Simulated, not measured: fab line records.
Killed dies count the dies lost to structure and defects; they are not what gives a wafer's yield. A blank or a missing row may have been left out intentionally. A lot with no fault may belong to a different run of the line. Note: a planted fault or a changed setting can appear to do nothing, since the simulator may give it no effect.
fab line records + flow n5-finfet + part 2 of 2: steps 4 to 6 of 6
[record]
- lots = 24
- wafers = 72
- last-day = 17
route steps=1938 shown BEOL_M13@1659 BEOL_M14@1726
lots that met no fault: taken from a fault-free run of the same line
start-h: hours from the record's first day to the start of the lot's first wafer shown + wait-h: how many hours have passed since the lot's step before this one + " repeats the value in the row above + L1.1+2: a single row standing in for several wafers + - no value, or no start given + * or withheld: withheld + < > ~ a bound
route shown NAME@n: names a module that has steps shown in the file, with the first one's number in the route + usual: average and standard deviation across the fault-free wafers + same: alike in all rows + chamber/n: place in a boat + sites: the reading at each site + _std_site: their standard deviation + _edge_site: mean of outer sites minus mean of inner sites + radius-mm: how far each site lies from the wafer's centre + mask NAME#n: copy n + behind: tool/chamber where the wafer was last shaped + hold: what put the lot on hold/how long, in hours/how the hold closed + device: which transistor (n, p or np) failed to switch + end of line: tests of these same wafers at the route's end + a step given without rows: its recipe and nothing more + killed: dies that structure and defects cost at the first sort, which is not the same as the wafer's yield + map: dies across one wafer; x = killed, . = not, _ = none there
set.NAME: the setting as run; set.NAME@STEP: as run at that earlier step + model.NAME: the simulator's own value behind a step, which no gauge read
steps of the route over a sample of lots; a table a step, a row a wafer
services: the hour from which a tool's chamber was out of use, counted from the record's first day as start-h (under 0 if before that day), plus the number of hours and why
[[steps]]
[step N5_BEOL_M13_ETCH_68]
[recipe]
- chemistry = N2/H2
- target = SOC
- mask-material = SiARC
- source-w = 3000
- bias-w = 350
- temp-c = 40
- time-s = 355
- ion-energy-ev = 200
- pressure-mtorr = 30
- n2-flow-sccm = 200
- h2-flow-sccm = 200
[usual]
- chamber-pressure-mTorr = 30.001/0.028
- drypump-motor-current-A = 5.9/0.51
- oes-product-au = 0.76/0.091
- rf-vpp-V = 524.3/2.7
- showerhead-plenum-p-Torr = 2.55/0.092
- throttle-valve-pct = 17.73/0.13
| lot.wafer | tool        | chamber | start-h | wait-h | chamber-pressure-mTorr | drypump-motor-current-A | oes-product-au | rf-hours-counter-h | rf-vpp-V | showerhead-plenum-p-Torr | throttle-valve-pct |
|-----------|-------------|---------|---------|--------|------------------------|-------------------------|----------------|--------------------|----------|--------------------------|--------------------|
| L074.1    | rie-diel-02 | 1       | 237.74  | 0.1    | 29.998                 | 6.2                     | 0.73           | 165                | 521.5    | 2.43                     | 17.72              |
| L074.2    | "           | 2       | "       | "      | 29.975                 | 6.2                     | 0.72           | 179                | 524.2    | 2.53                     | 17.65              |
| L074.3    | "           | 3       | "       | "      | 29.993                 | 6.7                     | 0.94           | 13                 | 524.7    | 2.60                     | 17.53              |
| L075.1    | rie-diel-02 | 2       | 244.49  | 0.1    | 29.984                 | 6.1                     | 0.71           | 180                | 523.4    | 2.53                     | 17.64              |
| L075.3    | "           | 1       | "       | "      | 29.933                 | 6.2                     | 0.74           | 167                | 520.8    | 2.43                     | 17.73              |
| L075.5    | "           | 3       | "       | "      | 29.995                 | 6.6                     | 0.94           | -                  | 525.2    | 2.60                     | 17.52              |
| L076.1    | rie-diel-02 | 3       | 265.67  | 0.1    | 29.993                 | 6.7                     | 0.93           | 19                 | 526.4    | 2.59                     | 17.54              |
| L076.4    | "           | 1       | "       | "      | 30.011                 | 6.2                     | 0.73           | 173                | 519.8    | 2.43                     | 17.71              |
| L076.5    | "           | 2       | "       | "      | 29.999                 | 6.1                     | 0.72           | -                  | 523.2    | 2.52                     | 17.65              |
| L078.1    | rie-diel-02 | 2       | 268.26  | 0.1    | 29.991                 | 6.1                     | 0.72           | 188                | 524.6    | 2.52                     | 17.67              |
| L078.5    | "           | 3       | "       | "      | 30.055                 | 6.6                     | 0.93           | -                  | 523.4    | 2.59                     | 17.55              |
| L078.6    | "           | 0       | "       | "      | 30.019                 | 5.1                     | 0.78           | -                  | 527.1    | 2.65                     | 17.68              |
| L077.1    | rie-diel-02 | 3       | 268.80  | 0.1    | 30.028                 | 6.6                     | 0.93           | 20                 | 525.3    | 2.59                     | 17.54              |
| L077.3    | "           | 1       | "       | "      | 29.983                 | 6.2                     | 0.73           | 174                | 521.7    | 2.43                     | 17.72              |
| L077.5    | "           | 1       | "       | "      | 30.019                 | 6.1                     | 0.73           | -                  | 520.3    | 2.43                     | 17.73              |
| L079.1    | rie-diel-02 | 0       | 275.22  | 0.1    | 29.997                 | 5.1                     | 0.78           | 131                | 526.9    | 2.65                     | 17.68              |
| L079.3    | "           | 3       | "       | "      | 30.028                 | 6.7                     | 0.92           | 22                 | 525.8    | 2.59                     | 17.56              |
| L079.5    | "           | 1       | "       | "      | 30.017                 | 6.2                     | 0.73           | -                  | 519.7    | 2.43                     | 17.72              |
| L080.2    | rie-diel-03 | 2       | 283.43  | 0.1    | 30.005                 | 5.3                     | 0.70           | 228                | 522.9    | 2.52                     | 17.80              |
| L080.3    | "           | 1       | "       | "      | 29.988                 | 6.5                     | 0.70           | 215                | 523.2    | 2.51                     | 17.85              |
| L080.6    | "           | 1       | "       | "      | 29.966                 | 6.4                     | 0.70           | -                  | 522.9    | 2.51                     | 17.82              |
| L081.1    | rie-diel-02 | 1       | 283.95  | 0.1    | 30.017                 | 6.1                     | 0.73           | 179                | 520.2    | 2.43                     | 17.73              |
| L081.3    | "           | 2       | "       | "      | 29.995                 | 6.1                     | 0.71           | 192                | 524.0    | 2.52                     | 17.67              |
| L081.5    | "           | 2       | "       | "      | 30.010                 | 6.1                     | 0.71           | -                  | 522.0    | 2.52                     | 17.67              |
| L082.2    | rie-diel-02 | 0       | 284.49  | 0.1    | 29.991                 | 5.1                     | 0.77           | 133                | 527.5    | 2.65                     | 17.69              |
| L082.3    | "           | 2       | "       | "      | 30.023                 | 6.1                     | 0.71           | 193                | 524.4    | 2.52                     | 17.66              |
| L082.5    | "           | 1       | "       | "      | 29.975                 | 6.2                     | 0.72           | -                  | 521.6    | 2.43                     | 17.74              |
| L083.2    | rie-diel-03 | 0       | 296.96  | 0.1    | 30.036                 | 5.9                     | 0.91           | 14                 | 528.8    | 2.71                     | 17.50              |
| L083.3    | "           | 1       | "       | "      | 29.984                 | 6.5                     | 0.70           | 220                | 524.6    | 2.51                     | 17.84              |
| L083.6    | "           | 1       | "       | "      | 30.045                 | 6.5                     | 0.70           | -                  | 523.3    | 2.51                     | 17.84              |
| L086.1    | rie-diel-04 | 1       | 313.06  | 0.1    | 30.014                 | 6.0                     | 0.68           | 200                | 526.9    | 2.62                     | 17.91              |
| L086.3    | "           | 2       | "       | "      | 29.971                 | 5.4                     | 0.73           | 187                | 523.0    | 2.52                     | 17.76              |
| L086.4    | "           | 2       | "       | "      | 30.028                 | 5.4                     | 0.72           | -                  | 523.2    | 2.52                     | 17.77              |
| L085.2    | rie-diel-03 | 1       | 316.70  | 0.1    | 29.949                 | 6.5                     | 0.70           | 226                | 522.7    | 2.51                     | 17.88              |
| L085.3    | "           | 0       | "       | "      | 29.986                 | 5.9                     | 0.91           | 19                 | 527.5    | 2.70                     | 17.50              |
| L085.4    | "           | 3       | "       | "      | 29.968                 | 5.3                     | 0.69           | 215                | 519.2    | 2.39                     | 17.91              |
| L084.1    | rie-diel-03 | 1       | 317.76  | 0.1    | 30.029                 | 6.5                     | 0.69           | 226                | 522.3    | 2.50                     | 17.85              |
| L084.5    | "           | 1       | "       | "      | 30.005                 | 6.5                     | 0.70           | -                  | 521.3    | 2.50                     | 17.85              |
| L084.6    | "           | 2       | "       | "      | 30.005                 | 5.3                     | 0.69           | -                  | 523.0    | 2.51                     | 17.81              |
| L087.2    | rie-diel-03 | 0       | 321.16  | 0.1    | 29.957                 | 5.9                     | 0.91           | 20                 | 530.6    | 2.70                     | 17.53              |
| L087.3    | "           | 1       | "       | "      | 29.986                 | 6.5                     | 0.69           | 227                | 523.2    | 2.50                     | 17.87              |
| L087.5    | "           | 1       | "       | "      | 30.015                 | 6.5                     | 0.70           | -                  | 523.3    | 2.50                     | 17.86              |
| L088.2    | rie-diel-03 | 0       | 325.44  | 0.1    | 29.981                 | 5.9                     | 0.90           | 22                 | 528.2    | 2.70                     | 17.51              |
| L088.3    | "           | 3       | "       | "      | 29.999                 | 5.3                     | 0.69           | 218                | 519.6    | 2.39                     | 17.90              |
| L088.5    | "           | 0       | "       | "      | 29.999                 | 5.9                     | 0.90           | -                  | 528.7    | 2.70                     | 17.51              |
| L090.1    | rie-diel-04 | 3       | 343.59  | 0.1    | 30.030                 | 6.0                     | 0.67           | 230                | 525.9    | 2.61                     | 17.70              |
| L090.5    | "           | 3       | "       | "      | 30.011                 | 6.0                     | 0.67           | -                  | 527.5    | 2.61                     | 17.70              |
| L090.6    | "           | 2       | "       | "      | 29.996                 | 5.4                     | 0.72           | -                  | 524.2    | 2.52                     | 17.77              |
| L089.1    | rie-diel-03 | 2       | 343.98  | 0.1    | 30.001                 | 5.3                     | 0.69           | 247                | 523.0    | 2.51                     | 17.84              |
| L089.2    | "           | 3       | "       | "      | 30.001                 | 5.3                     | 0.69           | 225                | 518.8    | 2.39                     | 17.92              |
| L089.3    | "           | 0       | "       | "      | 29.973                 | 5.9                     | 0.89           | 29                 | 527.8    | 2.70                     | 17.53              |
| L092.1    | rie-diel-03 | 0       | 355.92  | 0.1    | 29.973                 | 5.9                     | 0.88           | 33                 | 527.8    | 2.70                     | 17.51              |
| L092.2    | "           | 1       | "       | "      | 30.058                 | 6.5                     | 0.68           | 240                | 523.1    | 2.50                     | 17.88              |
| L092.4    | "           | 2       | "       | "      | 30.045                 | 5.3                     | 0.68           | -                  | 522.1    | 2.51                     | 17.85              |
| L091.1    | rie-diel-02 | 2       | 356.26  | 0.1    | 29.993                 | 6.1                     | 0.70           | 216                | 523.8    | 2.51                     | 17.71              |
| L091.3    | "           | 3       | "       | "      | 29.995                 | 6.6                     | 0.87           | 47                 | 526.5    | 2.58                     | 17.59              |
| L091.6    | "           | 1       | "       | "      | 29.959                 | 6.2                     | 0.72           | -                  | 521.1    | 2.42                     | 17.79              |
| L094.2    | rie-diel-03 | 1       | 362.38  | 0.1    | 29.988                 | 6.5                     | 0.68           | 243                | 523.7    | 2.50                     | 17.89              |
| L094.5    | "           | 0       | "       | "      | 29.981                 | 5.9                     | 0.88           | -                  | 528.1    | 2.70                     | 17.54              |
| L094.6    | "           | 2       | "       | "      | 30.017                 | 5.3                     | 0.68           | -                  | 521.3    | 2.51                     | 17.84              |
| L093.3    | rie-diel-04 | 0       | 365.19  | 0.1    | 30.002                 | 6.3                     | 0.94           | 12                 | 529.3    | 2.69                     | 17.61              |
| L093.5    | "           | 2       | "       | "      | 29.958                 | 5.4                     | 0.70           | -                  | 521.6    | 2.51                     | 17.80              |
| L093.6    | "           | 3       | "       | "      | 30.025                 | 6.0                     | 0.66           | -                  | 526.6    | 2.61                     | 17.70              |
| L095.1    | rie-diel-03 | 1       | 370.14  | 0.1    | 30.044                 | 6.4                     | 0.68           | 246                | 521.8    | 2.50                     | 17.89              |
| L095.2    | "           | 3       | "       | "      | 29.999                 | 5.3                     | 0.68           | 228                | 521.2    | 2.39                     | 17.93              |
| L095.4    | "           | 1       | "       | "      | 29.988                 | 6.5                     | 0.68           | -                  | 523.6    | 2.50                     | 17.89              |
| L096.4    | rie-diel-04 | 0       | 375.33  | 0.1    | 30.055                 | 6.3                     | 0.94           | 15                 | 527.5    | 2.69                     | 17.62              |
| L096.5    | "           | 0       | "       | "      | 30.051                 | 6.3                     | 0.95           | -                  | 528.5    | 2.69                     | 17.61              |
| L096.6    | "           | 1       | "       | "      | 30.022                 | 6.0                     | 0.67           | -                  | 525.7    | 2.62                     | 17.96              |
| L097.1    | rie-diel-02 | 0       | 380.86  | 0.1    | 29.969                 | 5.1                     | 0.75           | 159                | 526.4    | 2.64                     | 17.73              |
| L097.2    | "           | 1       | "       | "      | 30.005                 | 6.2                     | 0.71           | 204                | 520.4    | 2.42                     | 17.78              |
| L097.6    | "           | 2       | "       | "      | 30.001                 | 6.1                     | 0.69           | -                  | 524.1    | 2.51                     | 17.71              |
[step N5_BEOL_M14_CD_MEAS_10]
[recipe]
- target-cd-nm = 250
- landing-energy-ev = 500
- detector = se-inlens
- polarity = opening
[usual]
- cd-nm = 250.0/1.6
| lot.wafer | tool      | chamber | start-h | wait-h | cd-nm |
|-----------|-----------|---------|---------|--------|-------|
| L074.1    | cd-sem-02 | 0       | 242.37  | -      | 250.1 |
| L074.2    | "         | 0       | "       | "      | 249.5 |
| L074.3    | "         | 0       | "       | "      | 250.1 |
| L075.1    | cd-sem-02 | 0       | 249.77  | -      | 249.1 |
| L075.3    | "         | 0       | "       | "      | 251.2 |
| L075.5    | "         | 0       | "       | "      | 253.0 |
| L076.1    | cd-sem-02 | 0       | 270.60  | -      | 248.7 |
| L076.4    | "         | 0       | "       | "      | 251.6 |
| L076.5    | "         | 0       | "       | "      | 249.5 |
| L078.1    | cd-sem-01 | 0       | 271.09  | -      | 251.6 |
| L078.5    | "         | 0       | "       | "      | 250.3 |
| L078.6    | "         | 0       | "       | "      | 249.8 |
| L077.1    | cd-sem-02 | 0       | 271.94  | -      | 248.5 |
| L077.3    | "         | 0       | "       | "      | 249.1 |
| L077.5    | "         | 0       | "       | "      | 248.8 |
| L079.1    | cd-sem-02 | 0       | 284.01  | -      | 252.8 |
| L079.3    | "         | 0       | "       | "      | 250.6 |
| L079.5    | "         | 0       | "       | "      | 252.7 |
| L080.2    | cd-sem-03 | 0       | 287.72  | -      | 251.2 |
| L080.3    | "         | 0       | "       | "      | 250.7 |
| L080.6    | "         | 0       | "       | "      | 249.2 |
| L082.2    | cd-sem-03 | 0       | 290.70  | -      | 250.1 |
| L082.3    | "         | 0       | "       | "      | 249.9 |
| L082.5    | "         | 0       | "       | "      | 248.6 |
| L081.1    | cd-sem-03 | 0       | 291.00  | -      | 250.9 |
| L081.3    | "         | 0       | "       | "      | 252.3 |
| L081.5    | "         | 0       | "       | "      | 252.7 |
| L083.2    | cd-sem-03 | 0       | 300.96  | -      | 249.6 |
| L083.3    | "         | 0       | "       | "      | 247.0 |
| L083.6    | "         | 0       | "       | "      | 244.7 |
| L086.1    | cd-sem-03 | 0       | 317.59  | -      | 249.0 |
| L086.3    | "         | 0       | "       | "      | 250.8 |
| L086.4    | "         | 0       | "       | "      | 252.6 |
| L085.2    | cd-sem-02 | 0       | 321.09  | -      | 251.1 |
| L085.3    | "         | 0       | "       | "      | 248.3 |
| L085.4    | "         | 0       | "       | "      | 252.3 |
| L084.1    | cd-sem-03 | 0       | 321.40  | -      | 248.5 |
| L084.5    | "         | 0       | "       | "      | 249.9 |
| L084.6    | "         | 0       | "       | "      | 250.8 |
| L087.2    | cd-sem-03 | 0       | 323.81  | -      | 253.3 |
| L087.3    | "         | 0       | "       | "      | 249.4 |
| L087.5    | "         | 0       | "       | "      | 249.4 |
| L088.2    | cd-sem-03 | 0       | 328.58  | -      | 249.0 |
| L088.3    | "         | 0       | "       | "      | 249.7 |
| L088.5    | "         | 0       | "       | "      | 250.9 |
| L090.1    | cd-sem-01 | 0       | 354.85  | -      | 247.4 |
| L090.5    | "         | 0       | "       | "      | 250.6 |
| L090.6    | "         | 0       | "       | "      | 250.3 |
| L089.1    | cd-sem-01 | 0       | 354.89  | -      | 250.6 |
| L089.2    | "         | 0       | "       | "      | 252.9 |
| L089.3    | "         | 0       | "       | "      | 250.4 |
| L092.1    | cd-sem-02 | 0       | 359.19  | -      | 249.6 |
| L092.2    | "         | 0       | "       | "      | 252.3 |
| L092.4    | "         | 0       | "       | "      | 250.3 |
| L091.1    | cd-sem-02 | 0       | 360.40  | -      | 247.2 |
| L091.3    | "         | 0       | "       | "      | 250.7 |
| L091.6    | "         | 0       | "       | "      | 248.4 |
| L094.2    | cd-sem-01 | 0       | 366.16  | -      | 252.8 |
| L094.5    | "         | 0       | "       | "      | 248.9 |
| L094.6    | "         | 0       | "       | "      | 248.0 |
| L093.3    | cd-sem-02 | 0       | 368.24  | -      | 249.8 |
| L093.5    | "         | 0       | "       | "      | 245.2 |
| L093.6    | "         | 0       | "       | "      | 251.8 |
| L095.1    | cd-sem-03 | 0       | 374.81  | -      | 249.2 |
| L095.2    | "         | 0       | "       | "      | 247.3 |
| L095.4    | "         | 0       | "       | "      | 250.9 |
| L096.4    | cd-sem-03 | 0       | 378.07  | -      | 251.9 |
| L096.5    | "         | 0       | "       | "      | 248.5 |
| L096.6    | "         | 0       | "       | "      | 252.4 |
| L097.1    | cd-sem-01 | 0       | 384.14  | -      | 252.2 |
| L097.2    | "         | 0       | "       | "      | 248.9 |
| L097.6    | "         | 0       | "       | "      | 248.8 |
[step N5_BEOL_M14_INSPECT_12]
[recipe]
- mode = adi
- inspect-instrument = macro
[usual]
- raw-defect-count = 1.9/1.4
| lot.wafer | tool              | chamber | start-h | wait-h | raw-defect-count |
|-----------|-------------------|---------|---------|--------|------------------|
| L074.1    | defect-inspect-01 | -       | 242.42  | 0.0    | 3                |
| L074.2    | "                 | -       | "       | "      | 3                |
| L074.3    | "                 | -       | "       | "      | 1                |
| L075.1    | defect-inspect-02 | -       | 249.83  | 0.0    | 2                |
| L075.3    | "                 | -       | "       | "      | 2                |
| L075.5    | "                 | -       | "       | "      | 2                |
| L076.1    | defect-inspect-02 | -       | 270.66  | 0.0    | 2                |
| L076.4    | "                 | -       | "       | "      | 2                |
| L076.5    | "                 | -       | "       | "      | 3                |
| L078.1    | defect-inspect-01 | -       | 271.14  | 0.0    | 6                |
| L078.5    | "                 | -       | "       | "      | 0                |
| L078.6    | "                 | -       | "       | "      | 3                |
| L077.1    | defect-inspect-02 | -       | 272.00  | 0.0    | 1                |
| L077.3    | "                 | -       | "       | "      | 2                |
| L077.5    | "                 | -       | "       | "      | 2                |
| L079.1    | defect-inspect-01 | -       | 284.07  | 0.0    | 0                |
| L079.3    | "                 | -       | "       | "      | 0                |
| L079.5    | "                 | -       | "       | "      | 0                |
| L080.2    | defect-inspect-01 | -       | 287.77  | 0.0    | 2                |
| L080.3    | "                 | -       | "       | "      | 1                |
| L080.6    | "                 | -       | "       | "      | 0                |
| L082.2    | defect-inspect-01 | -       | 290.75  | 0.0    | 0                |
| L082.3    | "                 | -       | "       | "      | 3                |
| L082.5    | "                 | -       | "       | "      | 2                |
| L081.1    | defect-inspect-01 | -       | 291.06  | 0.0    | 2                |
| L081.3    | "                 | -       | "       | "      | 3                |
| L081.5    | "                 | -       | "       | "      | 3                |
| L083.2    | defect-inspect-01 | -       | 301.02  | 0.0    | 1                |
| L083.3    | "                 | -       | "       | "      | 1                |
| L083.6    | "                 | -       | "       | "      | 2                |
| L086.1    | defect-inspect-02 | -       | 317.65  | 0.0    | 2                |
| L086.3    | "                 | -       | "       | "      | 1                |
| L086.4    | "                 | -       | "       | "      | 2                |
| L085.2    | defect-inspect-02 | -       | 321.14  | 0.0    | 0                |
| L085.3    | "                 | -       | "       | "      | 0                |
| L085.4    | "                 | -       | "       | "      | 3                |
| L084.1    | defect-inspect-01 | -       | 321.45  | 0.0    | 2                |
| L084.5    | "                 | -       | "       | "      | 1                |
| L084.6    | "                 | -       | "       | "      | 1                |
| L087.2    | defect-inspect-01 | -       | 323.86  | 0.0    | 3                |
| L087.3    | "                 | -       | "       | "      | 1                |
| L087.5    | "                 | -       | "       | "      | 2                |
| L088.2    | defect-inspect-02 | -       | 328.65  | 0.0    | 2                |
| L088.3    | "                 | -       | "       | "      | 2                |
| L088.5    | "                 | -       | "       | "      | 0                |
| L090.1    | defect-inspect-01 | -       | 354.90  | 0.0    | 2                |
| L090.5    | "                 | -       | "       | "      | 2                |
| L090.6    | "                 | -       | "       | "      | 2                |
| L089.1    | defect-inspect-01 | -       | 354.94  | 0.0    | 0                |
| L089.2    | "                 | -       | "       | "      | 1                |
| L089.3    | "                 | -       | "       | "      | 2                |
| L092.1    | defect-inspect-01 | -       | 359.24  | 0.0    | 1                |
| L092.2    | "                 | -       | "       | "      | 1                |
| L092.4    | "                 | -       | "       | "      | 0                |
| L091.1    | defect-inspect-02 | -       | 360.45  | 0.0    | 4                |
| L091.3    | "                 | -       | "       | "      | 3                |
| L091.6    | "                 | -       | "       | "      | 5                |
| L094.2    | defect-inspect-01 | -       | 366.21  | 0.0    | 1                |
| L094.5    | "                 | -       | "       | "      | 2                |
| L094.6    | "                 | -       | "       | "      | 1                |
| L093.3    | defect-inspect-02 | -       | 368.30  | 0.0    | 3                |
| L093.5    | "                 | -       | "       | "      | 1                |
| L093.6    | "                 | -       | "       | "      | 0                |
| L095.1    | defect-inspect-01 | -       | 374.87  | 0.0    | 2                |
| L095.2    | "                 | -       | "       | "      | 2                |
| L095.4    | "                 | -       | "       | "      | 1                |
| L096.4    | defect-inspect-02 | -       | 378.12  | 0.0    | 2                |
| L096.5    | "                 | -       | "       | "      | 3                |
| L096.6    | "                 | -       | "       | "      | 3                |
| L097.1    | defect-inspect-01 | -       | 384.19  | 0.0    | 4                |
| L097.2    | "                 | -       | "       | "      | 3                |
| L097.6    | "                 | -       | "       | "      | 0                |
[[services]]
| tool            | chamber | start-h | hours | kind                          |
|-----------------|---------|---------|-------|-------------------------------|
| rie-diel-03     | 0       | 225.48  | -     | clean                         |
| rie-diel-03     | 0       | 225.48  | -     | consumable-replace:focus-ring |
| rie-diel-03     | 0       | 225.48  | -     | consumable-replace:showerhead |
| rie-diel-03     | 0       | 225.48  | 21.1  | scheduled-down                |
| rie-diel-03     | 0       | 225.48  | 21.1  | vent-cycle                    |
| plasma-asher-01 | -       | 226.81  | 0.9   | repair                        |
| pecvd-01        | 2       | 247.92  | 5.4   | repair                        |
| rie-diel-04     | 2       | 248.97  | 8.5   | repair                        |
| plasma-asher-01 | -       | 249.60  | 6.8   | repair                        |
| rie-diel-02     | 3       | 249.69  | 7.0   | repair                        |
| plasma-asher-01 | -       | 263.14  | 2.8   | pm                            |
| pecvd-03        | 0       | 275.91  | 7.4   | repair                        |
| pecvd-01        | 0       | 278.24  | 12.8  | repair                        |
| pecvd-04        | -       | 278.25  | 1.6   | repair                        |
| pecvd-03        | 1       | 301.75  | 6.2   | repair                        |
| rie-diel-04     | 2       | 316.38  | 2.4   | repair                        |
| rie-diel-02     | 1       | 327.06  | 13.8  | repair                        |
| rie-diel-03     | 2       | 333.27  | 7.1   | repair                        |
| rie-diel-03     | 3       | 347.79  | 18.3  | repair                        |
| rie-diel-03     | 2       | 366.13  | -     | clean                         |
| rie-diel-03     | 2       | 366.13  | -     | consumable-replace:esc        |
| rie-diel-03     | 2       | 366.13  | -     | consumable-replace:focus-ring |
| rie-diel-03     | 2       | 366.13  | 23.7  | scheduled-down                |
| pecvd-03        | -       | 372.48  | 4.3   | pm                            |
